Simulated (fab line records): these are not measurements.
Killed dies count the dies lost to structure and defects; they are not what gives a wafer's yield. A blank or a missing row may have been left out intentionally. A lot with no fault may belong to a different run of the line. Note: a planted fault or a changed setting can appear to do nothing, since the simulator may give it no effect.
3 desks, one fault :: flow n5 finfet :: only its own numbers are on each desk; what lay behind them is given at the end

AT THE TOOL OWNER'S DESK: ald sin-02
The tool's own readings at N5_BEOL_M2_ALD_98 (deposits SiO2, target thk 2.5 nm, pulse time 1 s, co reactant pulse time 1 s): means of the sampled wafers that have a number, for each lot that ran on this tool. A lot is out of limits, marked OUT, if its mean lies more than 4 standard deviations from the usual mean; the brackets give that distance.
Columns: A = heater power w at N5_BEOL_M2_ALD_98, usual 78 W; B = precursor pulse height rel at N5_BEOL_M2_ALD_98, usual 1.001
lot: L662
first seen here: day 10 06:37
A: 72
B: 1.015

lot: L663
first seen here: day 10 09:48
A: 79
B: 1.016

lot: L666
first seen here: day 11 07:05
A: 78
B: 1.018
Finding of this desk: none of the 3 lots has anything out of limits.

THE METROLOGY DESK
What the gauges read, lot by lot, whatever tool the lot ran on: means of the sampled wafers that have a number. A lot is out of limits, marked OUT, if its mean lies more than 4 standard deviations from the usual mean; the brackets give that distance. 7 of its 12 readings are shown, namely those furthest out on some lot.
Columns: A = DIBL_N at N5_BEOL_M4_RC_MEAS_101, usual 36.3 mV/V; B = IOFF_N at N5_BEOL_M4_RC_MEAS_101, usual 0.161 nA/um; C = ION_N at N5_BEOL_M4_RC_MEAS_101, usual 676 uA/um; D = ION_P at N5_BEOL_M4_RC_MEAS_101, usual 462 uA/um; E = SS_P at N5_BEOL_M4_RC_MEAS_101, usual 73.2 mV/dec; F = VT_N at N5_BEOL_M4_RC_MEAS_101, usual 249.1 mV; G = VT_P at N5_BEOL_M4_RC_MEAS_101, usual -249.9 mV
lot: L656
first seen here: day 8 12:11
A: 36.4
B: 0.151
C: 675
D: 466
E: 72.9
F: 249.2
G: -249.8

lot: L662
first seen here: day 10 06:02
A: 36.5
B: 0.176
C: 679
D: 457
E: 73.3
F: 245.4
G: -253.6

lot: L663
first seen here: day 10 09:11
A: 35.4
B: 0.158
C: 673
D: 462
E: 73.0
F: 250.1
G: -250.5

lot: L666
first seen here: day 11 06:50
A: 37.8
B: 0.191
C: 688
D: 468
E: 74.2
F: 246.9
G: -248.7

lot: L670
first seen here: day 12 01:07
A: 35.9
B: 0.170
C: 677
D: 459
E: 73.4
F: 247.6
G: -248.4

lot: L671
first seen here: day 12 15:25
A: 35.7
B: 0.138
C: 673
D: 460
E: 73.1
F: 251.5
G: -251.1
Finding of this desk: none of the 6 lots has anything out of limits.

THE DEFECT DESK
Per lot, the means of the sampled wafers with a number show what the inspections along the route counted. A lot is out of limits, marked OUT, if its mean lies more than 4 standard deviations from the usual mean; the brackets give that distance.
Columns: A = raw defect count at N5_BEOL_M2_INSPECT_30, usual 392
lot: L656
first seen here: day 8 12:16
A: 454

lot: L662
first seen here: day 10 06:07
A: 461

lot: L663
first seen here: day 10 09:16
A: 305

lot: L666
first seen here: day 11 06:55
A: 462

lot: L670
first seen here: day 12 01:11
A: 388

lot: L671
first seen here: day 12 15:30
A: 434
Finding of this desk: none of the 6 lots has anything out of limits.

ALL TOGETHER
The tool owner's desk saw nothing out of limits.
The metrology desk saw nothing out of limits.
Nothing out of limits was seen by the defect desk.

WHAT THE SIMULATOR HAD PUT IN
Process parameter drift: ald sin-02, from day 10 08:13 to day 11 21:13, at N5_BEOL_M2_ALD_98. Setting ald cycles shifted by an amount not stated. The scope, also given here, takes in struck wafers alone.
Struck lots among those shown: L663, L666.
